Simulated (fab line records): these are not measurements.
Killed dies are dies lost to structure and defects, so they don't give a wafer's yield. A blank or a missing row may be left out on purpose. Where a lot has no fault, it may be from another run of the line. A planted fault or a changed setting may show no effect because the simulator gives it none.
Which tool is to blame?    flow n5 finfet    Sampling: 10 lots, 30 wafers, 4 of 1938 route steps

== WHAT EACH GAUGE READ, for each wafer ==
N5_BEOL_M14_OVL_MEAS_11.
lot   measured      on          V13_OVL (nm)
L993  day 11 02:49  overlay-01  -1 -4 -2
L994  day 11 07:45  overlay-01  -2 -3 -3
L995  day 11 17:58  overlay-01  -4 1 2
L996  day 12 00:02  overlay-01  -1 3 -6
L999  day 12 21:11  overlay-01  -1 0 5
L100  day 13 04:39  overlay-01  1 8 8
L104  day 14 03:59  overlay-01  -3 2 5
L108  day 15 09:53  overlay-01  -5 5 5
L112  day 15 21:30  overlay-01  8 5 0
L115  day 16 13:59  overlay-01  0 2 1

N5_BEOL_M14_INSPECT_30: inspects for defects (macro).
lot   measured      on                 raw defect count
L993  day 11 03:41  defect inspect-01  3 2 3
L994  day 11 08:48  defect inspect-02  1 2 4
L995  day 11 18:51  defect inspect-01  3 2 1
L996  day 12 01:21  defect inspect-01  1 1 4
L999  day 12 22:07  defect inspect-02  3 2 2
L100  day 13 05:31  defect inspect-01  5 3 4
L104  day 14 04:59  defect inspect-02  >300 >300 >300
L108  day 15 10:49  defect inspect-02  >300 >300 >300
L112  day 15 22:25  defect inspect-01  5 2 2
L115  day 16 15:14  defect inspect-02  1 2 1

== EACH LOT AND THE TOOL THAT RAN IT (in order: tool; ch and the chambers of the sampled wafers; start) ==
lot   N5_BEOL_M14_ETCH_59                 N5_BEOL_M14_VIA_ETCH_16
L993  rie diel-02 ch 1,2,3, day 11 02:55  rie diel-02 ch 1,2,3, day 11 02:58
L994  rie diel-04 ch 1,2,3, day 11 07:54  rie diel-04 ch 1,2,3, day 11 07:57
L995  rie diel-04 ch 0,1,3, day 11 18:04  rie diel-04 ch 0,1,3, day 11 18:07
L996  rie diel-02 ch 0,2,3, day 12 00:26  rie diel-02 ch 0,2,3, day 12 00:29
L999  rie diel-03 ch 0,1,3, day 12 21:19  rie diel-03 ch 0,1,3, day 12 21:23
L100  rie diel-02 ch 0,1,3, day 13 04:44  rie diel-02 ch 0,1,3, day 13 04:47
L104  rie diel-02 ch 0,2, day 14 04:05    rie diel-02 ch 0,2, day 14 04:08
L108  rie diel-02 ch 0,2,3, day 15 10:02  rie diel-02 ch 0,2,3, day 15 10:05
L112  rie diel-03 ch 1,2, day 15 21:35    rie diel-03 ch 1,2, day 15 21:38
L115  rie diel-03 ch 0,1,3, day 16 14:20  rie diel-03 ch 0,1,3, day 16 14:23
- N5_BEOL_M14_ETCH_59: etches BARC in N2/H2, target depth 89 nm, overetch 26.7 nm, time 67.9 s.
- N5_BEOL_M14_VIA_ETCH_16: etches SiO2 in C4F8/O2/Ar, target depth 1231.3 nm.

== AS READ BY THE TOOLS THEMSELVES (means over the sampled wafers that have a number; for cases with no such wafer, the mark the record gives instead) ==
N5_BEOL_M14_ETCH_59.
lot   tool         drypump motor current A (A)  h2 flow sccm (sccm)  oes product au (a.u.)  rf vpp V (V)  showerhead plenum p Torr (Torr)  throttle valve pct (%)
L993  rie diel-02  5.0                          199.7                0.68                   523.1         2.52                             17.75
L994  rie diel-04  5.9                          199.7                0.66                   526.0         2.62                             17.97
L995  rie diel-04  6.0                          199.9                0.70                   526.2         2.60                             17.90
L996  rie diel-02  5.5                          200.1                0.71                   524.7         2.56                             17.76
L999  rie diel-03  5.6                          199.6                0.68                   525.4         2.59                             17.83
L100  rie diel-02  5.3                          199.9                0.67                   524.3         2.59                             17.79
L104  rie diel-02  5.7                          199.7                0.72                   523.9         2.54                             17.71
L108  rie diel-02  5.5                          199.7                0.68                   524.0         2.55                             17.82
L112  rie diel-03  5.5                          200.5                0.70                   522.6         2.50                             17.61
L115  rie diel-03  5.5                          200.2                0.65                   524.8         2.57                             17.89

N5_BEOL_M14_VIA_ETCH_16.
lot   tool         drypump motor current A (A)  oes product au (a.u.)  rf vpp V (V)  showerhead plenum p Torr (Torr)  throttle valve pct (%)
L993  rie diel-02  5.0                          0.72                   2216          3.41                             30.77
L994  rie diel-04  5.9                          0.70                   2235          3.53                             30.96
L995  rie diel-04  5.9                          0.73                   2231          3.50                             30.93
L996  rie diel-02  5.5                          0.74                   2215          3.47                             30.78
L999  rie diel-03  5.5                          0.72                   2219          3.49                             30.76
L100  rie diel-02  5.3                          0.71                   2216          3.49                             30.72
L104  rie diel-02  5.7                          0.77                   2212          3.45                             30.79
L108  rie diel-02  5.5                          0.71                   2213          3.46                             30.81
L112  rie diel-03  5.5                          0.75                   2203          3.39                             30.58
L115  rie diel-03  5.5                          0.69                   2217          3.48                             30.80

== THE ANSWER, worked out from the rows above alone ==
Rule: what is usual is taken from the lots themselves. The widest of any qualifying gaps counts: lots, ordered by their means at a reading, are off when they make up no more than a third of the lots, leave a main group of 4 or more, and stand apart from it by 3 or more times the standard deviation of that group's means. A main group whose means are all the same, to the digits that the tables above print for the reading, isn't used. A lot without any number at a reading at which 4 lots or more have one is off too. All remaining lots with rows at the step are treated as sound. The gauges are gone through in route order, then the tools' own readings, and for those a lot's mean is taken as printed above. At the first step where some lot is off, the reading lying furthest off is the one used; lots without a number count as furthest.
Off at N5_BEOL_M14_INSPECT_30 (raw defect count): L104, L108. Without a number there: L104, L108. For the main group the mean is 2.5 and the standard deviation 0.74.
A tool fits if, at a process step before that reading, it ran every lot that is off, and no sound lot after the first of them. The gauges at N5_BEOL_M14_INSPECT_30 are tried like those tools. One fits: N5_BEOL_M14_ETCH_59 and N5_BEOL_M14_VIA_ETCH_16 on rie diel-02. At N5_BEOL_M14_ETCH_59 its last sound lot is L100 (day 13 04:44), its first lot that is off L104 (day 14 04:05): a fault that began between those two fits.

== WHAT THE SIMULATOR HAD PUT IN ==
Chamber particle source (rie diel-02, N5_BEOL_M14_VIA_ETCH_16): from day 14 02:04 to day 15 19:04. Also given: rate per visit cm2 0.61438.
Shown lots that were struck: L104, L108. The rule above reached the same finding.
